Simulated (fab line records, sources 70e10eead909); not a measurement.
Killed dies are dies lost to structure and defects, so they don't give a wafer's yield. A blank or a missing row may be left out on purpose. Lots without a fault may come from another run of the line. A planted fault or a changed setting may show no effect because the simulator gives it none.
A struck lot beside a sound one | flow nand_harc | 17 steps out of a route of 1302
Sound: wafers L729.2, L729.4, L729.6. Struck: wafer L750.5. (L750.1, L750.3 of the same lot were not struck and are left out.) The cause comes at the end.
At each step with rows: each side's tool, then ch and its chambers, then its first start. Under that, the readings that differ: sound wafers | struck wafers | difference of the means | sigmas: that difference in standard deviations of wafers without a fault.
alike: readings whose means differ by less than 2 such deviations, and words and numbers that are the same on both sides. not compared: withheld readings, readings that some wafer has no value for, bounds like >300 that may hide the same value, and numbers for which the record gives no deviation and whose values overlap.
The two part at a step that has a row with sigmas, a row that says differs or no value, or rows on one side only. Numbers that don't overlap but have no deviation are shown without sigmas and don't part them. A reading that every wafer of one side lacks parts them only if that side has two wafers or more.

NHARC_P_M0_OVL_MEAS_10: pitch 180 nm.
  sound on overlay-01, day 6 05:43; struck on overlay-01, day 14 13:22
  reading           | sound          | struck | difference | sigmas
  overlay_x_nm (nm) | -1.1 -0.7 -1.1 | 0.5    | +1.5       | +2
  alike: overlay_y_nm
NHARC_P_M0_INSPECT_11:
  sound on defect_inspect-01, day 6 05:45; struck on defect_inspect-02, day 14 13:25
  alike: raw_defect_count
NHARC_P_M0_DESCUM_14: chemistry O2, time 3 s.
  sound on rie_diel-05 ch 0,2,3, day 6 05:49; struck on rie_diel-13 ch 3, day 14 13:29
  reading                | sound                | struck | difference | sigmas
  throttle_valve_pct (%) | 11.314 11.311 11.312 | 11.289 | -0.023     | -3
  alike: drypump_motor_current_A, mfc_ar_sccm, oes_product_au, rf_vpp_V, showerhead_plenum_p_Torr
  not compared: rf_hours_counter_h
then, 2 steps without rows for these wafers: NHARC_P_M0_ETCH_34 (etches the open film in N2/H2, target depth 40 nm, overetch 12 nm, time 43.94 s); NHARC_P_M0_ETCH_15 (etches the open film in C4F8/Ar, target depth 150 nm, overetch 15 nm, time 82.5 s).
NHARC_P_M0_CD_MEAS_16:
  sound on cd_sem-02, day 6 06:07; struck on cd_sem-01, day 14 13:49
  reading    | sound          | struck | difference | sigmas
  cd_nm (nm) | 88.8 88.6 88.7 | 90.8   | +2.1       | +3
NHARC_P_M0_STRIP_18: strips in N2/H2.
  sound on rie_diel-03 ch 1,2,3, day 6 06:11; struck on rie_diel-05 ch 0, day 14 13:55
  reading               | sound             | struck | difference | sigmas
  n2_flow_sccm (sccm)   | 150.0 150.6 150.7 | 149.6  | -0.8       | -2
  oes_product_au (a.u.) | 0.998 1.000 0.995 | 1.015  | +0.017     | +2
  alike: drypump_motor_current_A, mfc_ar_sccm, rf_vpp_V, showerhead_plenum_p_Torr, throttle_valve_pct
  not compared: rf_hours_counter_h
then, 1 step without rows for these wafers: NHARC_P_M0_STRIP_19 (strips in post etch residue remover, time 600 s).
NHARC_P_M0_DEGAS_28: time 60 s.
  sound on pvd_sputter-02, day 6 06:44; struck on pvd_sputter-03, day 14 14:26
  alike: heater_power_w
then, 1 step without rows for these wafers: NHARC_P_M0_PRE_CLEAN_29 (time 30 s).
NHARC_P_M0_PVD_20: deposits TaN, target thk 5 nm, time 8.06 s.
  sound on pvd_sputter-02; struck on pvd_sputter-03
  alike: throttle_valve_pct
then, 1 step without rows for these wafers: NHARC_P_M0_PVD_21 (deposits Cu, target thk 30 nm, time 20.49 s).
NHARC_P_M0_ECD_22: material Cu, target thk 400 nm.
  sound on ecd_cu-01 ch 0,1, day 6 07:05; struck on ecd_cu-02 ch 0,1, day 14 14:47
NHARC_P_M0_ANNEAL_30: time 90 s.
  sound on rtp_anneal-01 ch 0, day 6 07:31; struck on rtp_anneal-01 ch 0, day 14 15:10
  alike: wafer_temp_C_max
NHARC_P_M0_CMP_23: polishes, t overpolish 20 s, target thk 117.54 nm.
  sound on cmp-03 ch 0,2, day 6 07:49; struck on cmp-01 ch 0, day 14 15:33
  reading                | sound          | struck | difference | sigmas
  time_to_endpoint_s (s) | 26.5 26.2 27.5 | 40.3   | +13.6      | +5
  alike: edge_zone_pressure_frac, motor_current_A
NHARC_P_M0_THK_MEAS_24: measures by xrf.
  sound on film_metro-02, day 6 08:07; struck on film_metro-02, day 14 15:50
  alike: thk_nm
then, 1 step without rows for these wafers: NHARC_END_SORT_01.

WHERE THEY PART
First at NHARC_P_M0_OVL_MEAS_10; last, within this record, at NHARC_P_M0_CMP_23. Later steps at which nothing parts them and some readings are alike: NHARC_P_M0_THK_MEAS_24.

WHY: what the simulator had put in
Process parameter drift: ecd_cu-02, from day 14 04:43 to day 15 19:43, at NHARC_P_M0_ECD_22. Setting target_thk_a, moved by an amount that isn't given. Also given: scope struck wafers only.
